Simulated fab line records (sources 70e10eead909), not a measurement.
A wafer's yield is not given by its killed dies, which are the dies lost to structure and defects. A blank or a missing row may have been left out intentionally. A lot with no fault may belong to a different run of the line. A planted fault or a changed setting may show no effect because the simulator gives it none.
Chamber matching + flow nandHarc + NHARC_A_CONTACT_DESCUM_47 on rieDiel-01: 4 sister chambers
The step chemistry O2, time 3 s. 24 wafers are shown with their chamber, then 12 later ones without.

== WAFERS WITH THEIR CHAMBER ==
| wafer  | chamber | showerheadPlenumPTorr (Torr) | drypumpMotorCurrentA (A) | throttleValvePct (%) |
|--------|---------|------------------------------|--------------------------|----------------------|
| L075.1 | 0       | 2.07                         | 5.7                      | 11.308               |
| L075.3 | 3       | 1.89                         | 6.2                      | 11.321               |
| L075.5 | 1       | 1.81                         | 6.1                      | 11.312               |
| L076.2 | 0       | 2.07                         | 5.7                      | 11.306               |
| L076.3 | 0       | 2.07                         | 5.7                      | 11.309               |
| L076.5 | 0       | 2.07                         | 5.7                      | 11.306               |
| L077.1 | 1       | 1.81                         | 6.0                      | 11.318               |
| L077.3 | 3       | 1.88                         | 6.2                      | 11.328               |
| L077.6 | 3       | 1.88                         | 6.2                      | 11.320               |
| L077.2 | 0       | 2.07                         | 5.7                      | 11.301               |
| L077.4 | 0       | 2.07                         | 5.7                      | 11.306               |
| L077.5 | 1       | 1.81                         | 6.1                      | 11.303               |
| L079.3 | 1       | 1.81                         | 6.1                      | 11.311               |
| L079.4 | 1       | 1.81                         | 6.0                      | 11.300               |
| L079.5 | 3       | 1.88                         | 6.2                      | 11.309               |
| L084.2 | 2       | 1.87                         | 5.5                      | 11.327               |
| L084.4 | 3       | 1.88                         | 6.2                      | 11.319               |
| L084.5 | 0       | 2.07                         | 5.7                      | 11.310               |
| L083.3 | 0       | 2.07                         | 5.7                      | 11.303               |
| L083.5 | 1       | 1.81                         | 6.0                      | 11.304               |
| L083.6 | 0       | 2.07                         | 5.7                      | 11.313               |
| L087.1 | 0       | 2.07                         | 5.7                      | 11.307               |
| L087.2 | 3       | 1.88                         | 6.2                      | 11.318               |
| L087.3 | 1       | 1.81                         | 6.0                      | 11.304               |

SIGNATURES, as means of the wafers listed above
| reading               | chamber 0 | chamber 1 | chamber 2 | chamber 3 | scatter within a chamber |
|-----------------------|-----------|-----------|-----------|-----------|--------------------------|
| showerheadPlenumPTorr | 2.0700    | 1.8100    | 1.8700    | 1.8817    | 0.00204                  |
| drypumpMotorCurrentA  | 5.700     | 6.043     | 5.500     | 6.200     | 0.0293                   |
| throttleValvePct      | 11.30690  | 11.30743  | 11.32700  | 11.31917  | 0.00517                  |
Rule: a wafer lies at a distance from a chamber equal to the root of the sum of squares, over the readings, of (its reading less the chamber's mean, divided by the reading's scatter). The wafer belongs to the nearest chamber; if the next one is less than 2 further off, it can't be placed. The scatter: the root of (the sum of the squares of (reading less its chamber's mean) over the shown wafers, divided by (wafers less chambers)).

== WAFERS WITHOUT THEIR CHAMBER ==
| wafer  | showerheadPlenumPTorr (Torr) | drypumpMotorCurrentA (A) | throttleValvePct (%) |
|--------|------------------------------|--------------------------|----------------------|
| L088.2 | 1.88                         | 6.2                      | 11.324               |
| L088.4 | 1.86                         | 5.6                      | 11.301               |
| L088.5 | 1.86                         | 5.6                      | 11.328               |
| L089.3 | 1.86                         | 5.6                      | 11.303               |
| L089.4 | 1.81                         | 6.0                      | 11.316               |
| L089.6 | 2.07                         | 5.7                      | 11.307               |
| L090.2 | 2.07                         | 5.7                      | 11.310               |
| L090.4 | 1.81                         | 6.0                      | 11.327               |
| L090.6 | 1.81                         | 6.0                      | 11.307               |
| L097.1 | 2.06                         | 5.7                      | 11.312               |
| L097.2 | 1.80                         | 6.1                      | 11.318               |
| L097.5 | 1.88                         | 6.2                      | 11.309               |

== EACH ONE'S CHAMBER ==
| wafer  | from the rows above | in truth |
|--------|---------------------|----------|
| L088.2 | 3                   | 3        |
| L088.4 | 2                   | 2        |
| L088.5 | 2                   | 2        |
| L089.3 | 2                   | 2        |
| L089.4 | 1                   | 1        |
| L089.6 | 0                   | 0        |
| L090.2 | 0                   | 0        |
| L090.4 | 1                   | 1        |
| L090.6 | 1                   | 1        |
| L097.1 | 0                   | 0        |
| L097.2 | 1                   | 1        |
| L097.5 | 3                   | 3        |
Correctly placed: 12 of 12. Left unplaced by these rows: 0. Wrongly placed: 0.
